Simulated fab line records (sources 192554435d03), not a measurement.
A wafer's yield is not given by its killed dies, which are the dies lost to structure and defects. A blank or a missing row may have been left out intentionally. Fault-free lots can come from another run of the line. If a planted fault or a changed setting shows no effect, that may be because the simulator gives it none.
Chamber matching	flow n5-finfet	4 sister chambers for N5_BEOL_M0_SAQP_DESCUM_19 on rie-diel-06
The step chemistry O2, time 7.9 s. 16 wafers are shown with their chamber, then 8 later ones without.

## EACH WAFER AND ITS CHAMBER
wafer	chamber	showerhead-plenum-p-Torr (Torr)	drypump-motor-current-A (A)	throttle-valve-pct (%)
L074.2	2	2.10	5.4	20.68
L074.4	3	2.24	5.4	20.22
L074.5	1	2.06	5.5	20.47
L078.2	3	2.24	5.4	20.23
L078.3	0	2.14	6.0	20.68
L078.4	0	2.14	6.0	20.69
L080.3	0	2.14	6.1	20.71
L080.4	2	2.09	5.3	20.70
L080.6	0	2.14	6.1	20.70
L085.1	1	2.05	5.5	20.19
L085.4	2	2.09	5.4	20.71
L085.5	2	2.09	5.4	20.68
L088.2	0	2.14	6.0	20.70
L088.5	3	2.23	5.4	20.25
L088.6	0	2.14	6.0	20.71
L091.2	0	2.13	6.1	20.73

SIGNATURES, as means of the wafers listed above
reading	chamber 0	chamber 1	chamber 2	chamber 3	scatter within a chamber
showerhead-plenum-p-Torr	2.1386	2.0550	2.0925	2.2367	0.00481
drypump-motor-current-A	6.043	5.500	5.375	5.400	0.0453
throttle-valve-pct	20.7029	20.3300	20.6925	20.2333	0.0591
Rule: distance of a wafer from a chamber = root of the sum over the readings of ((wafer's reading minus chamber's mean) / reading's scatter) squared. If the next closest chamber is less than 2 further off than the closest, the wafer can't be placed; otherwise it belongs to the closest. The scatter: the root of (the sum of the squares of (reading less its chamber's mean) over the shown wafers, divided by (wafers less chambers)).

## WAFERS MISSING THEIR CHAMBER
wafer	showerhead-plenum-p-Torr (Torr)	drypump-motor-current-A (A)	throttle-valve-pct (%)
L091.4	2.23	5.4	20.26
L091.6	2.23	5.4	20.26
L093.2	2.23	5.4	20.28
L093.3	2.08	5.4	20.73
L093.5	2.13	6.0	20.74
L097.3	2.08	5.4	20.76
L097.5	2.08	5.4	20.73
L097.6	2.04	5.5	20.23

## THE CHAMBER EACH PASSED THROUGH
wafer	from the rows above	in truth
L091.4	3	3
L091.6	3	3
L093.2	3	3
L093.3	2	2
L093.5	0	0
L097.3	2	2
L097.5	2	2
L097.6	1	1
8 of 8 placed correctly. Can't be placed from these rows: 0. 0 placed wrongly.
